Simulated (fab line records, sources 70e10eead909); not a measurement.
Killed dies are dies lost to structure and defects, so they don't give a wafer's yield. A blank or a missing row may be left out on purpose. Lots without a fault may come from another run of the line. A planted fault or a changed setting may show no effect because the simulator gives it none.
A struck lot beside a sound one | flow nand_harc | 13 steps out of a route of 1159
Sound: wafers L122.1, L122.3, L122.6. Struck: wafers L139.3, L139.4, L139.5. The cause comes at the end.
At each step with rows: each side's tool, then ch and its chambers, then its first start. Under that, the readings that differ: sound wafers | struck wafers | difference of the means | sigmas: that difference in standard deviations of wafers without a fault.
alike: readings whose means differ by less than 2 such deviations, and words and numbers that are the same on both sides. not compared: withheld readings, readings that some wafer has no value for, bounds like >300 that may hide the same value, and numbers for which the record gives no deviation and whose values overlap.
The two part at a step that has a row with sigmas, a row that says differs or no value, or rows on one side only. Numbers that don't overlap but have no deviation are shown without sigmas and don't part them. A reading that every wafer of one side lacks parts them only if that side has two wafers or more.

NHARC_P_GATE_DESCUM_61: chemistry O2, time 3 s.
  sound on rie_diel-12 ch 0,2,3, day 5 06:28; struck on rie_diel-10 ch 1,3, day 9 13:09
  alike: drypump_motor_current_A, oes_product_au, rf_vpp_V, showerhead_plenum_p_Torr, throttle_valve_pct
  not compared: rf_hours_counter_h
then, 1 step without rows for these wafers: NHARC_P_GATE_IMPLANT_62.
NHARC_P_GATE_STRIP_112: strips in N2/H2, time 200 s.
  sound on plasma_asher-02 ch 0,1, day 5 06:50; struck on plasma_asher-01 ch 0,1, day 9 13:36
  alike: drypump_motor_current_A, heater_power_w
  not compared: rf_hours_counter_h
NHARC_P_GATE_STRIP_76: strips in O2.
  sound on plasma_asher-02 ch 0,1, day 5 07:06; struck on plasma_asher-01 ch 0,1, day 9 13:48
  alike: drypump_motor_current_A, heater_power_w
  not compared: rf_hours_counter_h
then, 8 steps without rows for these wafers: NHARC_P_GATE_STRIP_63 (strips in SPM, time 900 s); NHARC_P_GATE_DEHYDRATE_83 (time 120 s); NHARC_P_GATE_HMDS_84 (time 30 s); NHARC_P_GATE_COAT_85; NHARC_P_GATE_SOFTBAKE_86 (time 95 s); NHARC_P_GATE_EBR_87; NHARC_P_GATE_EXPOSE_88 (exposes mask P HVN, target cd 2000 nm); NHARC_P_GATE_PEB_89 (peb time 85 s).
NHARC_P_GATE_DEVELOP_90: time 70 s.
  sound on litho_track-05 ch 0, day 5 07:00; struck on litho_track-02, day 9 14:00
  no value came back on the struck wafers for chill_plate_temp_C (C), exhaust_pa (Pa); on the sound wafers chill_plate_temp_C (C) reads 22.90 22.97 23.07

WHERE THEY PART
Only at NHARC_P_GATE_DEVELOP_90, within this record.

WHY: what the simulator had put in
Skipped step whole: litho_track-02, from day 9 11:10 on, at NHARC_P_GATE_DEVELOP_90. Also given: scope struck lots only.
